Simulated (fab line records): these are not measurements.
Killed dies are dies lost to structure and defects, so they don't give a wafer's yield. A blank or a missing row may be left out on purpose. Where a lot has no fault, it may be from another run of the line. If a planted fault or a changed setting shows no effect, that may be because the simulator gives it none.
Which tool was responsible? -- flow n5_finfet -- Sampling: 11 lots, 33 wafers, 6 of 1938 route steps

== WHAT EACH GAUGE READ, for each wafer ==
N5_BEOL_M0_SAQP_CD_MEAS_14: target cd 42.5 nm.
lot,measured,on,cd_nm (nm)
L074,day 5 17:47,cd_sem-01,42.7 42.7 42.3
L078,day 6 13:52,cd_sem-01,42.8 43.0 42.6
L080,day 7 00:42,cd_sem-01,42.1 42.7 42.4
L082,day 7 11:55,cd_sem-02,42.4 42.7 42.3
L084,day 7 23:37,cd_sem-02,41.8 42.1 42.3
L086,day 8 16:28,cd_sem-02,42.0 42.6 42.3
L089,day 9 03:38,cd_sem-02,42.2 42.3 42.2
L091,day 9 20:11,cd_sem-03,43.2 42.7 42.8
L093,day 10 16:58,cd_sem-02,43.2 42.9 43.1
L095,day 10 21:43,cd_sem-01,42.8 42.9 43.0
L097,day 11 08:14,cd_sem-02,42.7 42.6 42.7

== WHICH TOOL RAN EACH LOT (tool, then ch and the chambers of the sampled wafers, then the start) ==
lot,N5_MOL_CONTACT_COAG_ETCH_66,N5_MOL_CONTACT_COAG_ETCHBACK_134,N5_MOL_CONTACT_COAG_VIA_ETCH_117,N5_BEOL_M0_SAQP_HM_DEP_02,N5_BEOL_M0_SAQP_PECVD_03
L074,"rie_diel-06 ch 1,2, day 5 08:17","rie_diel-02 ch 0,2,3, day 5 08:38","rie_diel-02 ch 0,2,3, day 5 08:47","pvd_sputter-03, day 5 16:57","pecvd-01 ch 1,2, day 5 17:04"
L078,"rie_diel-04 ch 1,2,3, day 6 07:31","rie_diel-02 ch 0,1, day 6 07:58","rie_diel-02 ch 0,1, day 6 08:07","pvd_sputter-02, day 6 13:11","pecvd-04 ch 1,2, day 6 13:18"
L080,"rie_diel-02 ch 0,3, day 6 17:25","rie_diel-06 ch 0,2,3, day 6 18:01","rie_diel-06 ch 0,2,3, day 6 18:10","pvd_sputter-02, day 7 00:01","pecvd-04 ch 0,2, day 7 00:08"
L082,"rie_diel-02 ch 0,1,3, day 7 03:20","rie_diel-06 ch 1,2, day 7 05:56","rie_diel-06 ch 1,2, day 7 06:05","pvd_sputter-03, day 7 11:14","pecvd-04 ch 0,2, day 7 11:21"
L084,"rie_diel-06 ch 0,1,3, day 7 17:23","rie_diel-02 ch 0,1,3, day 7 17:49","rie_diel-02 ch 0,1,3, day 7 17:59","pvd_sputter-03, day 7 22:48","pecvd-04 ch 0,1,2, day 7 22:55"
L086,"rie_diel-02 ch 0,1, day 8 08:30","rie_diel-06 ch 2,3, day 8 08:46","rie_diel-06 ch 2,3, day 8 08:56","pvd_sputter-02, day 8 15:43","pecvd-02 ch 0,1, day 8 15:50"
L089,"rie_diel-04 ch 0,2,3, day 8 21:09","rie_diel-04 ch 1,2, day 8 21:25","rie_diel-04 ch 1,2, day 8 21:34","pvd_sputter-02, day 9 02:49","pecvd-02 ch 0,1,2, day 9 02:56"
L091,"rie_diel-06 ch 0,1, day 9 12:50","rie_diel-02 ch 0,1, day 9 13:26","rie_diel-02 ch 0,1, day 9 13:35","pvd_sputter-02, day 9 19:22","pecvd-01 ch 0,1,2, day 9 19:29"
L093,"rie_diel-06 ch 0,3, day 10 08:46","rie_diel-06 ch 1,2, day 10 09:26","rie_diel-06 ch 1,2, day 10 09:35","pvd_sputter-01, day 10 16:17","pecvd-02 ch 0,1, day 10 16:24"
L095,"rie_diel-06 ch 0,1,3, day 10 12:13","rie_diel-04 ch 0,1,2, day 10 13:08","rie_diel-04 ch 0,1,2, day 10 13:17","pvd_sputter-03, day 10 21:02","pecvd-04 ch 0,2, day 10 21:10"
L097,"rie_diel-04 ch 1,2, day 11 00:52","rie_diel-06 ch 1,2, day 11 01:15","rie_diel-06 ch 1,2, day 11 01:25","pvd_sputter-01, day 11 07:25","pecvd-02 ch 0,1,2, day 11 07:32"
- N5_MOL_CONTACT_COAG_ETCH_66: etches SiARC in CF4, target depth 13 nm, time 21.7 s.
- N5_MOL_CONTACT_COAG_ETCHBACK_134: etches SiO2 in CHF3, target depth 10 nm, time 6.7 s.
- N5_MOL_CONTACT_COAG_VIA_ETCH_117: etches SiO2 in C4F6/O2, target depth 40 nm, overetch 8 nm, time 26 s.
- N5_BEOL_M0_SAQP_HM_DEP_02: deposits TiN, target thk 12 nm.
- N5_BEOL_M0_SAQP_PECVD_03: deposits SiCN from 3MS/NH3, target thk 12 nm, time 21.1 s.

== THE ANSWER, worked out from the rows above alone ==
Rule: the lots themselves supply what counts as usual. The widest of any qualifying gaps counts: lots, ordered by their means at a reading, are off when they make up no more than a third of the lots, leave a main group of 4 or more, and stand apart from it by 3 or more times the standard deviation of that group's means. Not used: any main group whose means are identical at the precision the tables above print for the reading. Also off: a lot with no number at a reading for which 4 or more lots have one. Where the step has rows for the other lots, those lots are counted as sound.
None of the lots is off at any reading shown; this tells nothing.

== WHAT WAS PUT IN BY THE SIMULATOR ==
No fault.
